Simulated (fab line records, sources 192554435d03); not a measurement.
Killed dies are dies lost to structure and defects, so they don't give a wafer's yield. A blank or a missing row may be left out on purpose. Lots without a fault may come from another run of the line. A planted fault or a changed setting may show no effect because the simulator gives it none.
Problem report in the 8D (eight disciplines) form, filled by code | flow n5_finfet | the parts of the form that need people (team, actions taken, sign-off) are left out

1. THE PROBLEM
killed_at_M0_to_M3 at N5_PASSIVATION_PROBE_49 reads a mean of 199 on 1 wafer of 1 lot; wafers without a fault read 36 with a standard deviation of 11. That is +15 standard deviations from the usual mean.
First seen on wafer L804.5, day 20 06:34, on prober-01. The record holds 5 wafers of 2 lots with a number at this step. Rule for "out", or "out of limits": more than 4 standard deviations from the usual mean. The other wafers with a number count as sound.

2. WHAT IT IS AND WHAT IT IS NOT
question                    | is                                                                                                      | is not
which readings at this step | killed_at_M0_to_M3, defect_limited_yield, killed_dies, sort_bin_5_function, sort_n_pass, sort_yield_pct | killed_at_M4_up, killed_at_contacts, killed_at_front_end, killed_at_other, killed_open, killed_short
which lots                  | L804                                                                                                    | L795
which wafers of those lots  | L804.5                                                                                                  | L804.3, L804.4
read on which tools         | prober-01                                                                                               | -
when                        | from day 20 06:34                                                                                       | up to then (4 sound wafers)

3. SUSPECTS, AND WHAT RULES EACH OUT
Counting: a tool at a process step up to the reading stays a suspect if it ran every lot that is out. Sound lots after the first of them don't rule it out here, since some wafers of a struck lot are sound.
- pvd_sputter-02 at N5_BEOL_M1_SPUTTER_79 (material Cu, target thk 4.5 nm, time 8.29 s): kept. It ran the lot that is out, L804 (day 11 08:47).
- rie_diel-01 at N5_PASSIVATION_DESCUM_12 (chemistry O2, time 7.9 s): kept. It ran the lot that is out, L804 (day 19 23:07); its last sound lot up to then is L795 (day 15 20:32).
- rie_diel-06 at N5_PASSIVATION_ETCH_54 (etches SiO2 in CHF3/O2, target depth 880 nm, time 440 s): kept. It ran the lot that is out, L804 (day 20 02:59).
- prober-01 at N5_PASSIVATION_PROBE_49: kept. It ran the lot that is out, L804 (day 20 06:28); its last sound lot up to then is L795 (day 16 03:49). Its own readings are out on those wafers: defect_limited_yield, killed_at_M0_to_M3, killed_dies, sort_bin_5_function, sort_n_pass, sort_yield_pct.
Left after counting: pvd_sputter-02 at N5_BEOL_M1_SPUTTER_79, rie_diel-01 at N5_PASSIVATION_DESCUM_12, rie_diel-06 at N5_PASSIVATION_ETCH_54, prober-01 at N5_PASSIVATION_PROBE_49.

4. THE CAUSE (what the simulator had put in)
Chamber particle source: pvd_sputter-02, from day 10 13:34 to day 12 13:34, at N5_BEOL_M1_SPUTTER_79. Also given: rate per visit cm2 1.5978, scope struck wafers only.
Counting left 4 suspects, and this tool is among them.

5. THE CHAIN OF EFFECTS, in route order
Each row: a reading whose mean over the struck wafers that have a number lies more than 3 standard deviations from the usual. Only readings for which the record gives a usual standard deviation are gone through. hours: the time from each lot's start at the first step in this table that gives one to its start at this step, as a median over the lots. sigmas: the change in usual standard deviations.
hours | step                    | reading              | usual  | on struck wafers | change | sigmas
0     | N5_PASSIVATION_PROBE_49 | defect_limited_yield | 90.9 % | 77.0             | -13.9  | -11
0     | N5_PASSIVATION_PROBE_49 | killed_at_M0_to_M3   | 36     | 199              | +163   | +15
0     | N5_PASSIVATION_PROBE_49 | killed_dies          | 107    | 271              | +164   | +10
0     | N5_PASSIVATION_PROBE_49 | sort_bin_5_function  | 5.4 %  | 13.1             | +7.7   | +9.2
0     | N5_PASSIVATION_PROBE_49 | sort_n_pass          | 1073   | 909              | -164   | -10
0     | N5_PASSIVATION_PROBE_49 | sort_yield_pct       | 90.9 % | 77.0             | -13.9  | -11
The process steps in it:
- N5_PASSIVATION_PROBE_49

6. WHAT WOULD HAVE CAUGHT IT SOONER
In this record the first reading out of limits was taken at day 20 06:34, 233 hours after the fault began at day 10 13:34.
Of the tool readings at N5_BEOL_M1_SPUTTER_79 for which the record gives a usual standard deviation, none was out on any struck wafer, so an alarm limit of 4 standard deviations on them would not have fired.
All the lots that are out (1) had begun N5_BEOL_M1_SPUTTER_79 on pvd_sputter-02 by day 20 06:34. A hold on the tool at that time would have spared none of them.
